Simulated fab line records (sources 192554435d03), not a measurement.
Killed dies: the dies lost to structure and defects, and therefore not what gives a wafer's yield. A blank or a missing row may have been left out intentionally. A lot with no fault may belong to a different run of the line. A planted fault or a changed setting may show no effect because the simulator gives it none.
Matching of chambers || flow n5-finfet || N5_BEOL_M7_ETCH_65 on rie-diel-06 has 4 sister chambers
The step etches SiARC in CF4, target depth 15.6 nm, time 26 s. 4 wafers are shown with their chamber, then 9 later ones without.

EACH WAFER AND ITS CHAMBER
{"wafer": "L083.6", "chamber": 2, "drypump-motor-current-A (A)": 5.7}
{"wafer": "L085.1", "chamber": 3, "drypump-motor-current-A (A)": 6.8}
{"wafer": "L085.2", "chamber": 1, "drypump-motor-current-A (A)": 5.3}
{"wafer": "L085.4", "chamber": 0, "drypump-motor-current-A (A)": 5.5}

WAFERS WITHOUT THEIR CHAMBER
{"wafer": "L089.1", "drypump-motor-current-A (A)": 5.7}
{"wafer": "L089.4", "drypump-motor-current-A (A)": 5.4}
{"wafer": "L089.6", "drypump-motor-current-A (A)": 5.7}
{"wafer": "L092.1", "drypump-motor-current-A (A)": 5.3}
{"wafer": "L092.3", "drypump-motor-current-A (A)": 5.7}
{"wafer": "L092.6", "drypump-motor-current-A (A)": 5.3}
{"wafer": "L095.2", "drypump-motor-current-A (A)": 5.3}
{"wafer": "L095.3", "drypump-motor-current-A (A)": 6.8}
{"wafer": "L095.6", "drypump-motor-current-A (A)": 5.6}

WHICH CHAMBER EACH ONE RAN IN
{"wafer": "L089.1", "from the rows above": 2, "in truth": 2}
{"wafer": "L089.4", "from the rows above": "can't be placed: 0 or 1", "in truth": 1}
{"wafer": "L089.6", "from the rows above": 2, "in truth": 2}
{"wafer": "L092.1", "from the rows above": 1, "in truth": 1}
{"wafer": "L092.3", "from the rows above": 2, "in truth": 2}
{"wafer": "L092.6", "from the rows above": 1, "in truth": 1}
{"wafer": "L095.2", "from the rows above": 1, "in truth": 1}
{"wafer": "L095.3", "from the rows above": 3, "in truth": 3}
{"wafer": "L095.6", "from the rows above": "can't be placed: 0 or 2", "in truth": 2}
Placed correctly: 7 of 9. From these rows, 2 cannot be placed; in 2 the true chamber is one of the candidates. Wrongly placed: 0.
How it was worked out, from the rows above alone: a wafer's distance from a chamber is the root of the sum, over the readings, of the square of ((its reading less the chamber's mean) divided by the reading's scatter). The wafer belongs to the nearest chamber; if the next one is less than 2 further off, it can't be placed. The mean given for a chamber averages the wafers shown for that chamber. The scatter: root of mean squared gap, hidden wafer to nearest shown wafer, with one shown wafer a chamber.
